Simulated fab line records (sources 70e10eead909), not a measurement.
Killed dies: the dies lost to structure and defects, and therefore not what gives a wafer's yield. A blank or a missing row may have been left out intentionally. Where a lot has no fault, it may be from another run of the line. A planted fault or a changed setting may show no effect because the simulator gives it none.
The tool behind it: which one?    flow nand_harc    14 lots with 42 wafers sampled at 4 steps, on a route of 1302 steps

WHAT THE GAUGES SHOWED, per wafer
NHARC_A_ONON_D1_THK_MEAS_05: measures by ellipsometry.
lot   measured      on             thk_nm (nm)
L611  day 8 01:11   film_metro-02  998 997 997
L613  day 8 14:50   film_metro-02  983 981 980
L614  day 9 02:40   film_metro-02  985 985 986
L615  day 9 02:49   film_metro-01  1005 1006 1006
L617  day 10 02:50  film_metro-01  992 991 993
L618  day 10 19:37  film_metro-01  989 986 987
L620  day 11 12:04  film_metro-01  1010 1009 1010
L622  day 12 12:23  film_metro-02  455 457 457
L626  day 13 18:28  film_metro-01  463 464 466
L630  day 15 12:41  film_metro-02  1004 1008 1006
L631  day 16 09:58  film_metro-02  988 986 987
L632  day 16 09:58  film_metro-01  1009 1010 1008
L633  day 16 21:34  film_metro-01  1004 1003 1003
L634  day 17 10:29  film_metro-01  992 992 993

NHARC_END_SORT_01.
lot   measured      on         killed_at_array  killed_at_other  killed_at_periphery  killed_dies  killed_open  killed_short
L622  day 28 14:43  prober-01  672 668 671      0 0 0            5 9 6                677 677 677  2 1 2        0 4 1
L626  day 30 06:22  prober-01  674 673 671      1 0 1            2 4 5                677 677 677  2 4 4        2 2 2

EACH LOT AND THE TOOL THAT RAN IT (in order: tool; ch and the chambers of the sampled wafers; start)
lot   NHARC_P_BONDPAD_PVD_17                   NHARC_A_ONON_D1_DEP_03
L611  pvd_sputter-01, day 8 00:41 or earlier   pecvd_onon-04 ch 0, day 8 00:41
L613  pvd_sputter-03, day 8 14:23 or earlier   pecvd_onon-02 ch 0, day 8 14:23
L614  pvd_sputter-01, day 9 02:10 or earlier   pecvd_onon-03 ch 0, day 9 02:10
L615  pvd_sputter-01, day 9 02:18 or earlier   pecvd_onon-04 ch 0, day 9 02:18
L617  pvd_sputter-01, day 10 02:19 or earlier  pecvd_onon-04 ch 0, day 10 02:19
L618  pvd_sputter-01, day 10 19:07 or earlier  pecvd_onon-04 ch 0, day 10 19:07
L620  pvd_sputter-01, day 11 11:41 or earlier  pecvd_onon-04 ch 0, day 11 11:41
L622  pvd_sputter-02, day 12 11:53 or earlier  pecvd_onon-04 ch 0, day 12 11:53
L626  pvd_sputter-02, day 13 18:05 or earlier  pecvd_onon-04 ch 0, day 13 18:05
L630  pvd_sputter-03, day 15 12:14 or earlier  pecvd_onon-03 ch 0, day 15 12:14
L631  pvd_sputter-02, day 16 09:34 or earlier  pecvd_onon-04 ch 0, day 16 09:34
L632  pvd_sputter-01, day 16 09:27 or earlier  pecvd_onon-03 ch 0, day 16 09:27
L633  pvd_sputter-02, day 16 21:14 or earlier  pecvd_onon-04 ch 0, day 16 21:14
L634  pvd_sputter-01, day 17 09:59 or earlier  pecvd_onon-02 ch 0, day 17 09:59
- NHARC_P_BONDPAD_PVD_17: deposits TaN, target thk 5 nm, time 8.06 s.
- NHARC_A_ONON_D1_DEP_03: target thk 1000 nm.

WHAT THE TOOLS THEMSELVES READ (means of the sampled wafers that have a number; where no wafer has one, the mark that the record gives instead)
NHARC_P_BONDPAD_PVD_17.
lot   tool            throttle_valve_pct (%)
L611  pvd_sputter-01  30.3
L613  pvd_sputter-03  30.0
L614  pvd_sputter-01  30.2
L615  pvd_sputter-01  30.0
L617  pvd_sputter-01  30.3
L618  pvd_sputter-01  30.4
L620  pvd_sputter-01  30.7
L622  pvd_sputter-02  31.2
L626  pvd_sputter-02  31.3
L630  pvd_sputter-03  29.8
L631  pvd_sputter-02  30.1
L632  pvd_sputter-01  30.4
L633  pvd_sputter-02  30.2
L634  pvd_sputter-01  30.3

NHARC_A_ONON_D1_DEP_03.
lot   tool           nh3_flow_sccm (sccm)
L611  pecvd_onon-04  501.4
L613  pecvd_onon-02  499.9
L614  pecvd_onon-03  499.8
L615  pecvd_onon-04  500.5
L617  pecvd_onon-04  499.1
L618  pecvd_onon-04  500.2
L620  pecvd_onon-04  497.7
L622  pecvd_onon-04  500.8
L626  pecvd_onon-04  497.8
L630  pecvd_onon-03  499.2
L631  pecvd_onon-04  497.2
L632  pecvd_onon-03  498.4
L633  pecvd_onon-04  501.1
L634  pecvd_onon-02  498.9

THE ANSWER, worked out from the rows above alone
Rule: usual is defined by the lots themselves. Put in order of their means at a reading, lots are off if they are a third of the lots or fewer, leave a main group of 4 or more, and stand apart from it by a gap of 3 or more times the standard deviation of the main group's means; of several such gaps the widest counts. A main group whose means are all the same, to the digits that the tables above print for the reading, isn't used. A lot without any number at a reading at which 4 lots or more have one is off too. All remaining lots with rows at the step are treated as sound. The gauges are gone through in route order, then the tools' own readings, and for those a lot's mean is taken as printed above. At the first step where some lot is off, the reading lying furthest off is the one used; lots without a number count as furthest.
Off: L622, L626, at NHARC_A_ONON_D1_THK_MEAS_05 (thk_nm). The main group: mean 996 nm, standard deviation 9.7.
If a tool, at a process step before that reading, ran all the lots that are off and no sound lot after the first of them, it fits. The gauges at NHARC_A_ONON_D1_THK_MEAS_05 are tried like those tools. Because NHARC_P_BONDPAD_PVD_17 lacks a start for some lots, the hours and order of its lots are taken from NHARC_A_ONON_D1_DEP_03. No candidate that was tried fits.

WHAT THE SIMULATOR HAD INSERTED
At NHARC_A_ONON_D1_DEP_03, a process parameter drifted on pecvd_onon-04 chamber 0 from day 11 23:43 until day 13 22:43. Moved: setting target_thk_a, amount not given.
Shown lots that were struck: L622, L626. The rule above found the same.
